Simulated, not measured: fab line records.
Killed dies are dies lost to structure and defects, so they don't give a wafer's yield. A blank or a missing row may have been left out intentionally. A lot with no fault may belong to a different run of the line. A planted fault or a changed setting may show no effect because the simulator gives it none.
Chamber matching    flow nand-harc    NHARC_A_M1_PRE_CLEAN_32 on pecvd-04: 3 sister chambers
The step time 12 s. 3 wafers are shown with their chamber, then 12 later ones without.

== WAFERS WITH THEIR CHAMBER ==
wafer   chamber  heater-power-w (W)
L093.1  1        667
L093.2  2        800
L093.3  0        618

== WAFERS MISSING THEIR CHAMBER ==
wafer   heater-power-w (W)
L093.4  789
L093.5  618
L093.6  642
L096.4  655
L096.5  605
L096.6  777
L094.2  590
L094.3  635
L094.4  806
L097.2  521
L097.5  745
L097.6  528

== WHICH CHAMBER EACH WENT THROUGH ==
wafer   from the rows above           in truth
L093.4  2                             2
L093.5  can't be placed: 0 or 1       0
L093.6  can't be placed: 0 or 1       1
L096.4  can't be placed: 1 or 0       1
L096.5  can't be placed: 0 or 1       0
L096.6  can't be placed: 2 or 1       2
L094.2  can't be placed: 0 or 1       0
L094.3  can't be placed: 0 or 1       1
L094.4  2                             2
L097.2  can't be placed: 0 or 1       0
L097.5  can't be placed: 2 or 1 or 0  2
L097.6  can't be placed: 0 or 1       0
Placed correctly: 2 of 12. Not placeable from these rows: 10 (in 10, the candidates include the true chamber). Wrongly placed: 0.
How it was worked out, from the rows above alone: a wafer's distance from a chamber is the root of the sum, over the readings, of the square of ((its reading less the chamber's mean) divided by the reading's scatter). If the next closest chamber is less than 2 further off than the closest, the wafer can't be placed; otherwise it belongs to the closest. Each chamber's mean is taken over the wafers shown for it. The scatter: root of mean squared gap, hidden wafer to nearest shown wafer, with one shown wafer a chamber.
